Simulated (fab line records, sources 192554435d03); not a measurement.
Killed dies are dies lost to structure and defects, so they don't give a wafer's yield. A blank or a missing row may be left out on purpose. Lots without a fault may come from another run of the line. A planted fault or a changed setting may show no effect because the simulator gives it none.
fab line records | flow n5_finfet
record lots=7 wafers=21 last_day=17
route steps=1938 shown SD_EPI_P@328 SD_ACTIVATION@330 ILD0@335 BEOL_M4@1111 PASSIVATION@1936
lots that met no fault: from a run of the same line without faults
start_h: hours from the record's first day to the start of the lot's first wafer shown | wait_h: hours since the lot's step before | " the same as in the row above | L1.1+2: a row that stands for several wafers | - no value, or no start given | * or withheld: withheld | < > ~ a bound
route shown NAME@n: a module of which the file shows steps, and the number in the route of the first | usual: mean/standard deviation of fault-free wafers | same: alike in all rows | chamber/n: place in a boat | sites: the reading at each site | _std_site: their standard deviation | _edge_site: outer sites' mean less inner sites' | radius_mm: how far each site lies from the wafer's centre | mask NAME#n: copy n | behind: the tool/chamber that last shaped the wafer | hold: why the lot was held/for how many hours/how that ended | device: the transistor (n, p or np) that didn't switch | end of line: the same wafers' tests at the end of the route | a step without rows: its recipe alone | killed: dies lost to structure and defects at the first sort, not the wafer's yield | map: a wafer's dies, x killed, . not, _ none there
set.NAME: the setting as run; set.NAME@STEP: as run at that earlier step | model.NAME: the simulator's own value behind a step, which no gauge read
lots at some steps of the route; a table a step, a row a wafer
services: from which hour (start_h, from the record's first day; less than 0 if before it) a tool's chamber was out of use, for how many hours, and why
## steps
# step N5_SD_EPI_P_SRD_25
# recipe time_s=30 temp_c=23 rinse_liquid=diw dry=ipa_marangoni
# step N5_SD_EPI_P_INSPECT_26
# recipe inspect_instrument=darkfield mode=post_epi
# usual raw_defect_count=178/37
# columns lot.wafer tool chamber start_h wait_h raw_defect_count
L165.1 defect_inspect-01 - 57.90 0.0 171
L165.3 " - " " 162
L165.4 " - " " 144
L168.4 defect_inspect-01 - 76.32 0.0 126
L168.5 " - " " 211
L168.6 " - " " 149
L178.2 defect_inspect-02 - 143.77 0.0 125
L178.3 " - " " 161
L178.6 " - " " 122
L180.2 defect_inspect-01 - 151.53 0.0 155
L180.3 " - " " 158
L180.5 " - " " 142
L181.1 defect_inspect-01 - 161.53 0.0 218
L181.3 " - " " 170
L181.6 " - " " 156
L185.2 defect_inspect-01 - 177.83 0.0 215
L185.3 " - " " 188
L185.6 " - " " 218
L187.1 defect_inspect-02 - 190.74 0.0 240
L187.2 " - " " 170
L187.5 " - " " 222
# step N5_SD_ACTIVATION_RTA_00
# recipe temp_c=975 time_s=0 ambient=N2 idle_temp_c=600 ramp_up_c_per_s=150 ramp_down_c_per_s=60 cool_to_c=600
# usual lamp_power_pct=8.96/0.055 lamp_zone_6_pct=8.880/0.027 wafer_temp_C_max=975.0/1.7
# columns lot.wafer tool chamber start_h wait_h lamp_power_pct lamp_zone_6_pct wafer_temp_C_max
L165.1 rtp_anneal-01 0 58.06 0.2 8.97 8.913 976.8
L165.3 " 0 " " 9.02 8.877 976.2
L165.4 " 0 " " 8.95 8.912 980.3
L168.4 rtp_anneal-01 0 76.47 0.1 8.94 8.896 977.6
L168.5 " 0 " " 8.94 8.858 974.6
L168.6 " 0 " " 8.94 8.893 974.4
L178.2 rtp_anneal-01 0 143.95 0.2 8.97 8.866 975.0
L178.3 " 0 " " 8.98 8.849 975.3
L178.6 " 0 " " 9.03 8.873 973.8
L180.2 rtp_anneal-02 0 151.58 0.1 9.08 8.888 971.6
L180.3 " 0 " " 8.92 8.855 972.5
L180.5 " 0 " " 8.92 8.886 972.8
L181.1 rtp_anneal-01 0 161.56 0.0 8.88 8.885 975.0
L181.3 " 0 " " 8.84 8.905 976.0
L181.6 " 0 " " 8.97 8.863 973.4
L185.2 rtp_anneal-01 0 178.03 0.2 8.83 8.833 975.1
L185.3 " 0 " " 8.91 8.835 975.9
L185.6 " 0 " " 8.98 8.886 975.7
L187.1 rtp_anneal-01 0 190.81 0.1 8.96 8.897 975.1
L187.2 " 0 " " 8.96 8.899 973.1
L187.5 " 0 " " 9.03 8.890 976.6
# step N5_SD_ACTIVATION_LSA_01
# recipe temp_c=1080 time_s=0.0008 ambient=N2
# usual wafer_temp_C_max=1086.3/1.2
# columns lot.wafer tool chamber start_h wait_h wafer_temp_C_max
L165.1 laser_anneal-01 0 58.26 0.2 1085.8
L165.3 " 0 " " 1085.6
L165.4 " 0 " " 1088.4
L168.4 laser_anneal-02 0 76.67 0.2 1086.8
L168.5 " 0 " " 1085.2
L168.6 " 0 " " 1085.1
L178.2 laser_anneal-02 0 155.91 11.9 1084.7
L178.3 " 0 " " 1086.1
L178.6 " 0 " " 1085.9
L180.2 laser_anneal-02 0 156.27 4.7 1083.6
L180.3 " 0 " " 1085.8
L180.5 " 0 " " 1087.4
L181.1 laser_anneal-02 0 161.77 0.2 1084.6
L181.3 " 0 " " 1086.8
L181.6 " 0 " " 1086.9
L185.2 laser_anneal-02 0 178.25 0.2 1086.0
L185.3 " 0 " " 1086.9
L185.6 " 0 " " 1085.8
L187.1 laser_anneal-02 0 191.01 0.2 1088.0
L187.2 " 0 " " 1085.3
L187.5 " 0 " " 1085.2
# step N5_SD_ACTIVATION_RS_MEAS_03
# recipe thk_meas_gauge=four-point-probe
# usual RS_SD_N=21.94/0.28 RS_SD_P=56.3/1.1
# columns lot.wafer tool chamber start_h wait_h RS_SD_N[ohm/sq] RS_SD_P[ohm/sq]
L165.1 film_metro-02 - 58.46 0.2 21.79 56.4
L165.3 " - " " 21.79 55.8
L165.4 " - " " 21.80 55.5
L168.4 film_metro-01 - 76.84 0.1 21.68 57.1
L168.5 " - " " 21.66 57.0
L168.6 " - " " 21.82 57.0
L178.2 film_metro-02 - 156.12 0.2 22.19 57.7
L178.3 " - " " 21.99 58.5
L178.6 " - " " 22.28 57.1
L180.2 film_metro-02 - 156.46 0.2 22.15 58.8
L180.3 " - " " 22.20 57.7
L180.5 " - " " 22.10 58.0
L181.1 film_metro-02 - 161.97 0.2 22.08 55.8
L181.3 " - " " 22.16 55.7
L181.6 " - " " 22.27 56.5
L185.2 film_metro-01 - 178.44 0.2 21.91 57.1
L185.3 " - " " 22.10 57.0
L185.6 " - " " 22.09 56.7
L187.1 film_metro-02 - 191.21 0.2 22.48 56.6
L187.2 " - " " 22.08 57.6
L187.5 " - " " 22.30 57.5
# step N5_SD_ACTIVATION_INSPECT_02
# recipe inspect_instrument=darkfield mode=post_anneal
# usual raw_defect_count=183/41
# columns lot.wafer tool chamber start_h wait_h raw_defect_count
L165.1 defect_inspect-01 - 58.78 0.2 174
L165.3 " - " " 157
L165.4 " - " " 139
L168.4 defect_inspect-02 - 77.12 0.1 124
L168.5 " - " " 246
L168.6 " - " " 162
L178.2 defect_inspect-02 - 156.42 0.1 131
L178.3 " - " " 165
L178.6 " - " " 132
L180.2 defect_inspect-01 - 156.77 0.1 146
L180.3 " - " " 155
L180.5 " - " " 144
L181.1 defect_inspect-02 - 162.29 0.2 261
L181.3 " - " " 199
L181.6 " - " " 183
L185.2 defect_inspect-02 - 178.74 0.1 248
L185.3 " - " " 208
L185.6 " - " " 246
L187.1 defect_inspect-02 - 191.53 0.2 225
L187.2 " - " " 170
L187.5 " - " " 216
# step N5_ILD0_LINER_00
# recipe material=SiNx target_thk_a=40 temp_c=400 ald_precursor_family=SiH2I2 ald_co_reactant=N2/H2-plasma pulse_time_s=1 purge_time_s=2 co_reactant_purge_time_s=2 ald_cycles=80 pressure_torr=2
# usual heater_power_w=772/120 precursor_pulse_height_rel=0.998/0.02
# columns lot.wafer tool chamber start_h wait_h heater_power_w precursor_pulse_height_rel
L165.1 ald_sin-03 1 58.82 0.0 790 0.954
L165.3 " 0 " " 840 0.982
L165.4 " 2 " " 541 0.992
L168.4 ald_sin-04 1 77.31 0.2 758 0.984
L168.5 " 1 " " 750 0.999
L168.6 " 0 " " 918 0.996
L178.2 ald_sin-04 2 156.46 0.0 895 1.015
L178.3 " 3 " " 692 0.951
L178.6 " 3 " " 666 0.964
L180.2 ald_sin-03 3 156.86 0.1 720 0.975
L180.3 " 1 " " 788 0.999
L180.5 " 2 " " 554 1.013
L181.1 ald_sin-02 0 164.05 1.7 896 0.969
L181.3 " 1 " " 703 1.025
L181.6 " 3 " " 858 1.006
L185.2 ald_sin-04 0 179.13 0.4 970 0.988
L185.3 " 1 " " 778 1.028
L185.6 " 1 " " 781 0.992
L187.1 ald_sin-03 0 191.57 0.0 819 1.029
L187.2 " 1 " " 795 0.994
L187.5 " 1 " " 794 0.965
# step N5_ILD0_FCVD_FILL_01
# recipe material=SiO2_flowable target_thk_a=2000 temp_c=100 pressure_torr=0.8 rf_w=2000 time_s=328.3
# step N5_ILD0_CURE_02
# recipe temp_c=450 time_s=1800 ambient=steam idle_temp_c=400 ramp_up_c_per_min=5 ramp_down_c_per_min=3 densification_p_h2o_torr=640
# step N5_ILD0_CMP_03
# recipe stop_on=SiNx t_overpolish_s=1.9 post_cmp_clean=alkaline_brush down_force_psi=4.1491 platen_rpm=51.796 pad_velocity_m_s=1.0306 target_thk_nm=197.38
# usual edge_zone_pressure_frac=1.000/0.0049 head_pressure_psi=4.150/0.009 motor_current_A=12.3/1 overpolish_run_s=1.901/0.0089 time_to_endpoint_s=70/4.5
# columns lot.wafer tool chamber start_h wait_h edge_zone_pressure_frac head_pressure_psi motor_current_A overpolish_run_s time_to_endpoint_s
L165.4 cmp-04 2 61.36 0.0 1.003 4.157 11.7 1.900 70
L165.3 " 3 " " 1.004 4.148 11.9 1.910 79
L165.1 " 1 " " 1.002 4.147 12.2 1.907 72
L168.4 cmp-03 3 79.79 0.1 1.003 4.148 12.5 1.896 71
L168.5 " 0 " " 0.996 4.161 12.9 1.904 67
L168.6 " 1 " " 0.995 4.144 13.3 1.901 64
L178.3 cmp-04 1 160.62 0.0 1.001 4.170 12.4 1.900 64
L178.2 " 2 " " 1.005 4.146 11.4 1.898 65
L178.6 " 2 " " 1.011 4.144 11.1 1.901 67
L180.3 cmp-01 2 160.70 0.1 1.012 4.132 11.7 1.913 74
L180.2 " 3 " " 1.002 4.146 14.5 1.882 75
L180.5 " 3 " " 1.004 4.155 14.0 1.893 79
L181.3 cmp-04 2 166.41 0.0 0.989 4.155 10.7 1.887 66
L181.1 " 0 " " 1.009 4.154 12.9 1.902 65
L181.6 " 2 " " 0.999 4.164 11.0 1.911 67
L185.2 cmp-01 2 181.51 0.0 1.004 4.142 11.2 1.895 72
L185.3 " 3 " " 1.010 4.139 14.3 1.910 75
L185.6 " 2 " " 1.008 4.154 12.2 1.902 73
L187.1 cmp-03 0 194.01 0.1 1.001 4.173 13.4 1.918 65
L187.2 " 1 " " 1.004 4.150 13.4 1.890 68
L187.5 " 3 " " 0.993 4.144 13.4 1.919 70
# step N5_ILD0_THK_MEAS_04
# usual thk_nm=197.2/1.2
# columns lot.wafer tool chamber start_h wait_h thk_nm
L165.1 film_metro-02 - 61.65 - 196.9
L165.3 " - " " 195.0
L165.4 " - " " 196.3
L168.4 film_metro-02 - 79.97 - 195.4
L168.5 " - " " 197.0
L168.6 " - " " 197.5
L178.2 film_metro-02 - 160.92 - 197.1
L178.3 " - " " 196.1
L178.6 " - " " 197.5
L180.2 film_metro-01 - 160.99 - 197.9
L180.3 " - " " 197.6
L180.5 " - " " 198.8
L181.1 film_metro-02 - 166.70 - 197.1
L181.3 " - " " 195.7
L181.6 " - " " 197.0
L185.2 film_metro-01 - 181.81 - 197.1
L185.3 " - " " 197.7
L185.6 " - " " 196.4
L187.1 film_metro-01 - 194.23 - 196.5
L187.2 " - " " 197.3
L187.5 " - " " 195.3
# step N5_ILD0_CMP_07
# recipe stop_on=poly-Si material=SiO2_flowable t_overpolish_s=1.18 post_cmp_clean=alkaline_brush down_force_psi=4.1491 platen_rpm=51.796 pad_velocity_m_s=1.0306 target_thk_nm=138.88
# usual edge_zone_pressure_frac=1.000/0.0048 head_pressure_psi=4.149/0.0088 motor_current_A=12.2/1.2
# columns lot.wafer tool chamber start_h wait_h edge_zone_pressure_frac head_pressure_psi motor_current_A
L165.3 cmp-04 2 61.68 0.0 0.999 4.151 11.5
L165.4 " 3 " " 1.004 4.157 11.9
L165.1 " 1 " " 1.000 4.145 11.8
L168.4 cmp-01 3 80.00 0.0 1.002 4.131 15.1
L168.5 " 3 " " 1.006 4.138 14.1
L168.6 " 0 " " 1.008 4.149 11.6
L178.3 cmp-01 1 160.95 0.0 1.003 4.134 10.9
L178.2 " 2 " " 1.007 4.687 13.2
L178.6 " 1 " " 1.006 4.141 10.8
L180.2 cmp-01 1 161.17 0.2 1.005 4.147 10.8
L180.3 " 2 " " 1.005 4.683 12.6
L180.5 " 1 " " 1.009 4.141 11.5
L181.1 cmp-01 3 166.81 0.1 1.002 4.154 14.9
L181.3 " 0 " " 1.003 4.155 11.5
L181.6 " 2 " " 1.006 4.685 13.4
L185.3 cmp-04 3 181.87 0.1 1.000 4.151 11.6
L185.2 " 1 " " 1.007 4.148 12.1
L185.6 " 2 " " 1.002 4.143 11.3
L187.1 cmp-03 1 194.26 0.0 0.994 4.149 13.0
L187.2 " 3 " " 1.000 4.160 12.1
L187.5 " 2 " " 0.987 4.158 12.3
# step N5_ILD0_THK_MEAS_08
# usual thk_nm=139.0/1.1
# columns lot.wafer tool chamber start_h wait_h thk_nm
L165.1 film_metro-02 - 61.98 - 138.9
L165.3 " - " " 138.8
L165.4 " - " " 140.8
L168.4 film_metro-01 - 80.29 - 139.8
L168.5 " - " " 139.5
L168.6 " - " " 140.4
L178.2 film_metro-01 - 161.24 - 140.5
L178.3 " - " " 139.3
L178.6 " - " " 139.3
L180.2 film_metro-01 - 161.47 - 140.6
L180.3 " - " " 138.0
L180.5 " - " " 140.0
L181.1 film_metro-02 - 167.03 - 140.0
L181.3 " - " " 139.8
L181.6 " - " " 139.4
L185.2 film_metro-01 - 182.13 - 137.5
L185.3 " - " " 139.5
L185.6 " - " " 137.5
L187.1 film_metro-02 - 194.55 - 137.7
L187.2 " - " " 139.6
L187.5 " - " " 136.9
# step N5_BEOL_M4_RC_MEAS_101
# usual DIBL_N=36.5/1.4 DIBL_P=36.6/1.9 IOFF_N=0.167/0.029 IOFF_P=0.21/0.033 ION_N=674/12 ION_P=460/8.9 SS_N=71.6/0.57 SS_P=73.4/0.61 VT_N=249/3.3 VT_P=-250/3.3
# columns lot.wafer tool chamber start_h wait_h DIBL_N[mV/V] DIBL_P[mV/V] IOFF_N[nA/um] IOFF_P[nA/um] ION_N[uA/um] ION_P[uA/um] SS_N[mV/dec] SS_P[mV/dec] VT_N[mV] VT_P[mV]
L165.1 prober-01 0 178.00 0.0 35.2 33.8 0.144 0.21 669 465 71.0 72.8 249 -252
L165.3 " 0 " " 35.0 33.6 0.147 0.21 681 467 70.3 72.9 252 -247
L165.4 " 0 " " 36.0 33.8 0.158 0.21 675 468 70.6 73.5 251 -248
L168.4 prober-02 0 181.71 0.5 35.8 35.8 0.140 0.21 670 461 71.5 73.5 254 -252
L168.5 " 0 " " 36.9 38.3 0.173 0.25 686 469 71.6 73.7 247 -249
L168.6 " 0 " " 36.0 36.5 0.156 0.22 675 463 71.0 73.2 251 -249
L178.2 prober-02 0 261.77 0.6 35.5 34.6 0.159 0.21 672 461 71.6 73.5 248 -251
L178.3 " 0 " " 33.6 32.6 0.123 0.17 668 457 70.5 72.7 252 -255
L178.6 " 0 " " 35.6 35.3 0.165 0.22 680 465 71.1 73.3 249 -249
L180.2 prober-01 0 265.89 0.2 37.2 38.0 0.184 0.21 679 464 70.9 73.5 246 -249
L180.3 " 0 " " 39.7 39.8 0.224 0.25 676 455 72.4 74.5 248 -249
L180.5 " 0 " " 37.9 39.0 0.195 0.22 678 460 72.5 74.1 249 -250
L181.1 prober-01 0 268.40 0.0 37.2 36.0 0.143 0.17 645 444 71.6 73.7 252 -257
L181.3 " 0 " " 38.2 37.0 0.149 0.17 659 447 71.8 72.9 252 -257
L181.6 " 0 " " 38.0 36.6 0.152 0.17 665 445 71.4 72.8 250 -256
L185.2 prober-02 0 289.73 0.2 34.5 34.1 0.130 0.17 665 452 71.2 73.4 254 -255
L185.3 " 0 " " 34.9 34.9 0.131 0.19 664 461 70.8 73.2 257 -253
L185.6 " 0 " " 34.6 33.9 0.125 0.17 663 449 71.4 73.2 257 -255
L187.1 prober-01 0 303.83 0.0 37.6 37.8 0.151 0.24 656 458 71.9 73.3 253 -248
L187.2 " 0 " " 35.9 35.2 0.134 0.19 668 460 71.3 72.1 253 -251
L187.5 " 0 " " 36.9 36.0 0.139 0.22 656 456 71.8 73.1 251 -251
# step N5_PASSIVATION_PROBE_49
# usual defect_limited_yield=91.2/1.6 killed_at_M0_to_M3=34/11 killed_at_M4_up=14/5.7 killed_at_contacts=14/6.6 killed_at_front_end=37/10 killed_at_other=4/3.2 killed_dies=104/19 killed_on_rim=14/4.1 killed_open=69/13 killed_short=33/8.7 sort_bin_5_function=5.1/1 sort_bin_6_memory=3.3/0.76 sort_n_pass=1076/19 sort_yield_pct=91.2/1.6
# same gross_dies=1180 killed_at_back_side=0 sort_bin_4_leakage[%]=0 sort_bin_8_speed[%]=0
# columns lot.wafer tool chamber start_h wait_h defect_limited_yield[%] killed_at_M0_to_M3 killed_at_M4_up killed_at_contacts killed_at_front_end killed_at_other killed_dies killed_on_rim killed_open killed_short sort_bin_5_function[%] sort_bin_6_memory[%] sort_n_pass sort_yield_pct[%]
L165.1 prober-02 - 273.78 0.0 89.2 39 11 17 55 6 128 16 80 48 6.3 4.2 1052 89.2
L165.3 prober-02 - 273.88 0.1 90.0 39 18 16 43 2 118 14 85 31 5.5 4.2 1062 90.0
L165.4 prober-02 - 273.93 0.2 91.3 40 15 13 32 3 103 12 68 33 4.9 3.5 1077 91.3
L168.4 prober-02 - 275.91 0.2 93.0 17 18 14 25 9 83 13 48 30 4.0 2.6 1097 93.0
L168.5 prober-02 - 275.96 0.2 91.7 32 22 5 37 2 98 13 70 26 5.0 3.1 1082 91.7
L168.6 prober-02 - 276.01 0.3 93.1 13 9 7 50 3 82 9 53 25 4.1 2.5 1098 93.1
L178.2 prober-02 - 360.57 0.1 90.5 29 15 14 49 5 112 11 68 44 6.3 2.7 1068 90.5
L178.3 prober-02 - 360.62 0.1 91.0 27 12 22 42 3 106 11 68 37 5.8 2.8 1074 91.0
L178.6 prober-02 - 360.77 0.3 88.2 39 13 37 43 7 139 12 88 51 6.4 4.8 1041 88.2
L180.2 prober-01 - 366.15 0.1 94.3 21 3 7 34 2 67 14 43 23 2.9 2.3 1113 94.3
L180.3 prober-01 - 366.20 0.1 92.0 30 8 15 39 2 94 16 67 27 4.6 3.1 1086 92.0
L180.5 prober-01 - 366.30 0.2 92.4 32 7 11 36 4 90 18 63 26 4.5 3.1 1090 92.4
L181.1 prober-02 - 373.93 0.0 91.4 28 15 12 46 0 101 11 66 34 4.7 3.6 1079 91.4
L181.3 prober-02 - 374.03 0.1 90.8 25 18 16 48 1 108 14 84 24 6.0 3.0 1072 90.8
L181.6 prober-02 - 374.18 0.3 91.8 32 13 13 39 0 97 12 71 25 5.0 3.1 1083 91.8
L185.2 prober-02 - 390.75 0.1 92.3 16 19 17 34 5 91 13 65 25 4.0 3.6 1089 92.3
L185.3 prober-02 - 390.80 0.1 94.1 17 14 10 22 7 70 6 52 18 3.1 2.6 1110 94.1
L185.6 prober-02 - 390.95 0.3 93.0 20 19 11 33 0 83 10 56 27 5.1 1.5 1097 93.0
L187.1 prober-02 - 404.19 0.4 87.9 46 9 19 64 5 143 16 107 36 6.6 4.8 1037 87.9
L187.2 prober-02 - 404.24 0.4 90.1 36 8 7 64 2 117 14 74 43 5.8 3.8 1063 90.1
L187.5 prober-02 - 404.39 0.6 89.9 40 12 12 53 2 119 15 74 45 6.1 3.7 1061 89.9
# killed by level:class
L165.1 STI_FIN_REVEAL:geometric_particle:open=15 MOL_CONTACT_COAG:geometric_particle:open=15 FIN_SAQP:geometric_particle:short=12 FIN_SAQP:geometric_particle:open=9 BEOL_M0_SAQP:geometric_particle:open=9 BEOL_M0_SAQP:geometric_particle:short=9 BEOL_M2:geometric_particle:open=7 STI_FIN_REVEAL:geometric_particle:short=4
L165.3 FIN_SAQP:geometric_particle:open=12 MOL_CONTACT_COAG:geometric_particle:open=12 BEOL_M1:geometric_particle:open=9 BEOL_M2:geometric_particle:open=9 BEOL_M0_SAQP:geometric_particle:open=7 STI_FIN_REVEAL:geometric_particle:open=6 DUMMY_GATE:geometric_particle:open=5 GATE_CUT:geometric_particle:short=4
L165.4 MOL_CONTACT_COAG:geometric_particle:open=11 BEOL_M0_SAQP:geometric_particle:short=11 BEOL_M2:geometric_particle:open=10 FIN_SAQP:geometric_particle:short=9 FIN_SAQP:geometric_particle:open=9 BEOL_M4:geometric_particle:open=8 BEOL_M0_SAQP:geometric_particle:open=6 STI_FIN_REVEAL:geometric_particle:open=4
L168.4 MOL_CONTACT_COAG:geometric_particle:open=10 STI_FIN_REVEAL:geometric_particle:open=6 BEOL_M0_SAQP:geometric_particle:short=5 BEOL_M4:geometric_particle:open=5 GATE_CUT:geometric_particle:short=4 MOL_CONTACT_COAG:geometric_particle:short=4 MIM_BOT:geometric_particle:short=4 BEOL_M1:geometric_particle:open=3
L168.5 STI_FIN_REVEAL:geometric_particle:open=16 BEOL_M0_SAQP:geometric_particle:short=8 BEOL_M4:geometric_particle:open=7 FIN_SAQP:geometric_particle:open=6 BEOL_M1:geometric_particle:open=6 BEOL_M0_SAQP:geometric_particle:open=5 BEOL_M5:geometric_particle:open=5 MOL_CONTACT_COAG:geometric_particle:open=4
L168.6 STI_FIN_REVEAL:geometric_particle:open=14 FIN_SAQP:geometric_particle:short=8 FIN_SAQP:geometric_particle:open=6 MOL_CONTACT_COAG:geometric_particle:open=6 DUMMY_GATE:geometric_particle:open=5 BEOL_M4:geometric_particle:open=5 STI_FIN_REVEAL:geometric_particle:short=3 DUMMY_GATE:geometric_particle:short=3
L178.2 STI_FIN_REVEAL:geometric_particle:open=20 FIN_SAQP:geometric_particle:short=8 BEOL_M2:geometric_particle:open=8 MOL_CONTACT_COAG:geometric_particle:short=7 MOL_CONTACT_COAG:geometric_particle:open=7 BEOL_M0_SAQP:geometric_particle:short=6 FIN_SAQP:geometric_particle:open=5 STI_FIN_REVEAL:geometric_particle:short=5
L178.3 MOL_CONTACT_COAG:geometric_particle:open=15 BEOL_M3:geometric_particle:open=8 STI_FIN_REVEAL:geometric_particle:open=7 GATE_CUT:geometric_particle:open=7 MOL_CONTACT_COAG:geometric_particle:short=7 FIN_SAQP:geometric_particle:open=6 GATE_CUT:geometric_particle:short=6 BEOL_M0_SAQP:geometric_particle:short=5
L178.6 MOL_CONTACT_COAG:geometric_particle:open=34 BEOL_M0_SAQP:geometric_particle:short=15 BEOL_M0_SAQP:geometric_particle:open=14 STI_FIN_REVEAL:geometric_particle:open=8 GATE_CUT:geometric_particle:short=8 BEOL_M4:geometric_particle:open=7 FIN_SAQP:geometric_particle:short=5 FIN_SAQP:geometric_particle:open=4
L180.2 FIN_SAQP:geometric_particle:short=7 STI_FIN_REVEAL:geometric_particle:open=7 BEOL_M0_SAQP:geometric_particle:short=7 BEOL_M0_SAQP:geometric_particle:open=6 FIN_SAQP:geometric_particle:open=5 MOL_CONTACT_COAG:geometric_particle:open=5 DUMMY_GATE:geometric_particle:open=3 GATE_CUT:geometric_particle:open=3
L180.3 MOL_CONTACT_COAG:geometric_particle:open=11 STI_FIN_REVEAL:geometric_particle:open=10 BEOL_M1:geometric_particle:open=7 BEOL_M0_SAQP:geometric_particle:open=7 BEOL_M0_SAQP:geometric_particle:short=6 BEOL_M2:geometric_particle:open=6 FIN_SAQP:geometric_particle:open=5 MOL_CONTACT_COAG:geometric_particle:short=4
L180.5 MOL_CONTACT_COAG:geometric_particle:open=10 BEOL_M3:geometric_particle:open=9 FIN_SAQP:geometric_particle:open=7 BEOL_M1:geometric_particle:open=6 STI_FIN_REVEAL:geometric_particle:open=5 ILD0:geometric_particle:open=5 BEOL_M1:geometric_particle:short=5 STARTING-WAFER:geometric_particle:short=4
L181.1 FIN_SAQP:geometric_particle:short=14 MOL_CONTACT_COAG:geometric_particle:open=11 FIN_SAQP:geometric_particle:open=10 BEOL_M1:geometric_particle:open=8 BEOL_M0_SAQP:geometric_particle:open=8 BEOL_M0_SAQP:geometric_particle:short=5 STI_FIN_REVEAL:geometric_particle:open=4 BEOL_M5:geometric_particle:open=4
L181.3 FIN_SAQP:geometric_particle:open=20 MOL_CONTACT_COAG:geometric_particle:open=14 BEOL_M0_SAQP:geometric_particle:open=10 FIN_SAQP:geometric_particle:short=6 BEOL_M0_SAQP:geometric_particle:short=6 STI_FIN_REVEAL:geometric_particle:open=5 BEOL_M4:geometric_particle:open=5 GATE_CUT:geometric_particle:open=4
L181.6 FIN_SAQP:geometric_particle:open=12 STI_FIN_REVEAL:geometric_particle:open=11 MOL_CONTACT_COAG:geometric_particle:open=10 BEOL_M2:geometric_particle:open=7 BEOL_M0_SAQP:geometric_particle:short=6 BEOL_M0_SAQP:geometric_particle:open=5 BEOL_M0:geometric_particle:open=5 FIN_SAQP:geometric_particle:short=4
L185.2 MOL_CONTACT_COAG:geometric_particle:open=14 BEOL_M4:geometric_particle:open=14 STI_FIN_REVEAL:geometric_particle:open=10 BEOL_M2:geometric_particle:open=5 FIN_SAQP:geometric_particle:short=4 FIN_SAQP:geometric_particle:open=4 STI_FIN_REVEAL:geometric_particle:short=4 DUMMY_GATE:geometric_particle:open=3
L185.3 MOL_CONTACT_COAG:geometric_particle:open=6 BEOL_M1:geometric_particle:open=6 BEOL_M4:geometric_particle:open=5 FIN_SAQP:geometric_particle:open=4 STI_FIN_REVEAL:geometric_particle:open=4 MOL_CONTACT_COAG:geometric_particle:short=4 BEOL_M2:geometric_particle:open=4 BEOL_M7:geometric_particle:open=4
L185.6 FIN_SAQP:geometric_particle:open=11 BEOL_M4:geometric_particle:open=9 MOL_CONTACT_COAG:geometric_particle:open=8 BEOL_M1:geometric_particle:open=6 FIN_SAQP:geometric_particle:short=5 BEOL_M1:geometric_particle:short=5 STI_FIN_REVEAL:geometric_particle:open=3 GATE_CUT:geometric_particle:short=3
L187.1 STI_FIN_REVEAL:geometric_particle:open=30 MOL_CONTACT_COAG:geometric_particle:open=15 BEOL_M1:geometric_particle:open=12 BEOL_M3:geometric_particle:open=11 FIN_SAQP:geometric_particle:open=10 FIN_SAQP:geometric_particle:short=10 BEOL_M2:geometric_particle:open=8 MOL_CONTACT_COAG:geometric_particle:short=4
L187.2 STI_FIN_REVEAL:geometric_particle:open=22 FIN_SAQP:geometric_particle:short=13 BEOL_M2:geometric_particle:open=8 BEOL_M1:geometric_particle:open=7 FIN_SAQP:geometric_particle:open=6 STI_FIN_REVEAL:geometric_particle:short=6 BEOL_M0_SAQP:geometric_particle:short=6 MOL_CONTACT_COAG:geometric_particle:open=5
L187.5 STI_FIN_REVEAL:geometric_particle:open=14 BEOL_M3:geometric_particle:open=10 FIN_SAQP:geometric_particle:open=9 BEOL_M1:geometric_particle:open=8 MOL_CONTACT_COAG:geometric_particle:open=8 BEOL_M0_SAQP:geometric_particle:open=8 FIN_SAQP:geometric_particle:short=7 STI_FIN_REVEAL:geometric_particle:short=5
## services
# columns tool chamber start_h hours kind
laser_anneal-01 - 39.86 1.5 repair
cmp-01 - 40.52 2.9 repair
cmp-01 - 47.53 4.0 pm
ald_sin-03 - 47.75 2.8 pm
ald_sin-04 1 47.91 8.5 repair
cmp-03 - 53.80 7.9 pm
laser_anneal-02 - 57.67 2.0 pm
cmp-03 - 66.27 10.2 pm
ald_sin-03 1 74.73 13.9 repair
laser_anneal-02 - 76.76 5.9 pm
cmp-03 - 78.14 0.2 repair
ald_sin-02 - 87.48 14.0 pm
cmp-03 - 99.29 1.0 repair
ald_sin-02 - 101.48 2.8 pm
laser_anneal-01 - 104.35 1.7 pm
cmp-04 - 111.77 0.6 repair
cmp-03 - 112.91 4.7 repair
cmp-04 - 116.44 4.0 pm
laser_anneal-01 - 123.06 12.2 pm
cmp-04 - 124.14 4.6 pm
ald_sin-04 1 126.36 4.3 repair
cmp-01 - 179.60 0.8 repair
ald_sin-03 3 187.19 13.1 repair
cmp-04 - 190.60 2.6 repair
## key
first_sign step=N5_ILD0_CMP_07 reading=head_pressure_psi direction=up sigmas=61 usual=4.149 struck=4.685
effect none on later readings
met_at N5_ILD0_CMP_07
struck_wafers L178.2,L180.3,L181.6
fault kind=process_parameter_drift tool=cmp-01 chamber=2 onset_h=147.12 steps=N5_ILD0_CMP_07 channel=down_force_psi offset=0.53334 shape=step end_h=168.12 acts_in=these_recipes_only stated=4.1491
